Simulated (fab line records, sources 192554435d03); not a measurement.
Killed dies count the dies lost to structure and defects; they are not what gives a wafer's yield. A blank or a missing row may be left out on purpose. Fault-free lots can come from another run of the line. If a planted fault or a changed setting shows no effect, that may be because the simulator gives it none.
Matching of chambers -- flow n5 finfet -- N5_BEOL_M4_CO_CAP_55 on cvd co-01 has 3 sister chambers
The step material Co, precursor CCTBA/H2, target thk 2 nm, time 102.1 s. 3 wafers are shown with their chamber, then 12 later ones without.

== EACH WAFER AND ITS CHAMBER ==
wafer,chamber,heater power w (W)
L084.2,2,222
L088.5,1,202
L088.6,0,253

== WAFERS WHOSE CHAMBER IS MISSING ==
wafer,heater power w (W)
L092.2,235
L092.3,225
L092.6,249
L091.1,203
L091.2,225
L091.3,247
L093.1,203
L093.2,250
L093.6,254
L097.4,201
L097.5,222
L097.6,242

== THE CHAMBER EACH PASSED THROUGH ==
wafer,from the rows above,in truth
L092.2,can't be placed: 2 or 0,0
L092.3,2,2
L092.6,0,0
L091.1,1,1
L091.2,2,2
L091.3,0,0
L093.1,1,1
L093.2,0,0
L093.6,0,0
L097.4,1,1
L097.5,2,2
L097.6,can't be placed: 0 or 2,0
Correct placement for 10 of the 12. Not placeable from these rows: 2 (in 2, the candidates include the true chamber). Number placed wrongly: 0.
How it was worked out, from the rows above alone: a wafer's distance from a chamber is the root of the sum, over the readings, of the square of ((its reading less the chamber's mean) divided by the reading's scatter). The wafer belongs to the nearest chamber; if the next one is less than 2 further off, it can't be placed. For every chamber, the mean is computed from those of its wafers that are shown. The scatter: root of mean squared gap, hidden wafer to nearest shown wafer, with one shown wafer a chamber.
